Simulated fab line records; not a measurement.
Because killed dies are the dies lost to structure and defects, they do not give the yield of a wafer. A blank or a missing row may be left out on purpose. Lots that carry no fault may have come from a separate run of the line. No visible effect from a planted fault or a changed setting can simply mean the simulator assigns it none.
Comparing a struck lot with a sound one -- flow nandHarc -- 14 out of 1302 route steps
Sound: the wafers L560.2, L560.3, L560.6. Wafers L555.1, L555.3, L555.4 were the ones struck. The cause comes at the end.
At each step with rows: each side's tool, then ch and its chambers, then its first start. Under that, the readings that differ: sound wafers -- struck wafers -- difference of the means -- sigmas: that difference in standard deviations of wafers without a fault.
alike: readings whose means differ by less than 2 such deviations, and words and numbers that are the same on both sides. not compared: withheld readings, readings that some wafer has no value for, bounds like >300 that may hide the same value, and numbers for which the record gives no deviation and whose values overlap.
Wherever a step has rows on one side only, a row that says differs or no value, or a row with sigmas, the two part there. Numbers that have no deviation but don't overlap get no sigmas and don't part them. A reading that every wafer of one side lacks parts them only if that side has two wafers or more.

first, 6 steps without rows for these wafers: NHARC_A_STAIRCASE_EBR_213; NHARC_A_STAIRCASE_EXPOSE_214 (exposes mask STAIR 3); NHARC_A_STAIRCASE_PEB_215 (peb time 130 s); NHARC_A_STAIRCASE_DEVELOP_216 (time 140 s); NHARC_A_STAIRCASE_HARDBAKE_218 (time 140 s); NHARC_A_STAIRCASE_DESCUM_219 (chemistry O2, time 3 s).
NHARC_A_STAIRCASE_TRIM_220: chemistry O2, time 211.2 s.
  sound on rieDiel-05 ch 1,3, day 24 13:52; struck on rieDiel-13 ch 0,1,2, day 22 04:08
  alike: drypumpMotorCurrentA, oesProductAu, rfVppV, showerheadPlenumPTorr, throttleValvePct
  not compared: rfHoursCounterH
NHARC_A_STAIRCASE_ETCH_221: etches the open film in C4F8/O2, target depth 100 nm, time 40.5 s.
  sound on rieDiel-05 ch 0,2,3; struck on rieDiel-13 ch 0,1,2
  alike: oesProductAu, rfVppV
  not compared: rfHoursCounterH
NHARC_A_STAIRCASE_TRIM_222: chemistry O2, time 211.2 s.
  sound on rieDiel-05 ch 0,1,3; struck on rieDiel-13 ch 0,2,3
reading,sound,struck,difference,sigmas
oesProductAu (a.u.),1.008 1.009 1.015,0.994 0.988 0.980,-0.023,-3
  alike: drypumpMotorCurrentA, rfVppV, showerheadPlenumPTorr, throttleValvePct
  not compared: rfHoursCounterH
then, 1 step without rows for these wafers: NHARC_A_STAIRCASE_ETCH_223 (etches the open film in C4F8/O2, target depth 100 nm, time 40.5 s).
NHARC_A_STAIRCASE_TRIM_224: chemistry O2, time 211.2 s.
  sound on rieDiel-05 ch 1,3; struck on rieDiel-13 ch 0,2,3
reading,sound,struck,difference,sigmas
oesProductAu (a.u.),1.010 1.009 1.007,0.997 0.976 0.986,-0.022,-3
  alike: drypumpMotorCurrentA, rfVppV, showerheadPlenumPTorr, throttleValvePct
  not compared: rfHoursCounterH
NHARC_A_STAIRCASE_ETCH_225: etches the open film in C4F8/O2, target depth 100 nm, time 40.5 s.
  sound on rieDiel-05 ch 0,1,3, day 24 14:35; struck on rieDiel-13 ch 0,1,2, day 22 04:46
reading,sound,struck,difference,sigmas
oesProductAu (a.u.),0.942 0.938 0.945,1.251 1.262 1.279,+0.322,+32
  alike: rfVppV
  not compared: rfHoursCounterH
NHARC_A_STAIRCASE_TRIM_226: chemistry O2, time 211.2 s.
  sound on rieDiel-05 ch 0,1,3; struck on rieDiel-13 ch 1,2,3
  alike: drypumpMotorCurrentA, oesProductAu, rfVppV, showerheadPlenumPTorr, throttleValvePct
  not compared: rfHoursCounterH
-- the record jumps here: 8 days lie between the struck wafers' starts before and after (it left off in module A_STAIRCASE and takes up again in module END, whose first step shown is number 1302 of the route) --
NHARC_END_SORT_01:
  sound on prober-02 ch 0, day 33 07:12; struck on prober-01 ch 0, day 30 11:50
reading,sound,struck,difference,sigmas
hold,- - -,awaitDispo/3.4h/scrap awaitDispo/3.4h/scrap awaitDispo/3.4h/scrap,no value on the sound wafers,
killedAtArray,74 84 67,670 669 674,+596,+25
killedDies,78 88 68,677 677 677,+599,+25
  alike: killedAtOther, killedAtPeriphery, killedOpen, killedShort

WHERE THEY PART
At NHARC_A_STAIRCASE_TRIM_222 first; at NHARC_END_SORT_01 last (within this record only).

WHY: what the simulator had put in
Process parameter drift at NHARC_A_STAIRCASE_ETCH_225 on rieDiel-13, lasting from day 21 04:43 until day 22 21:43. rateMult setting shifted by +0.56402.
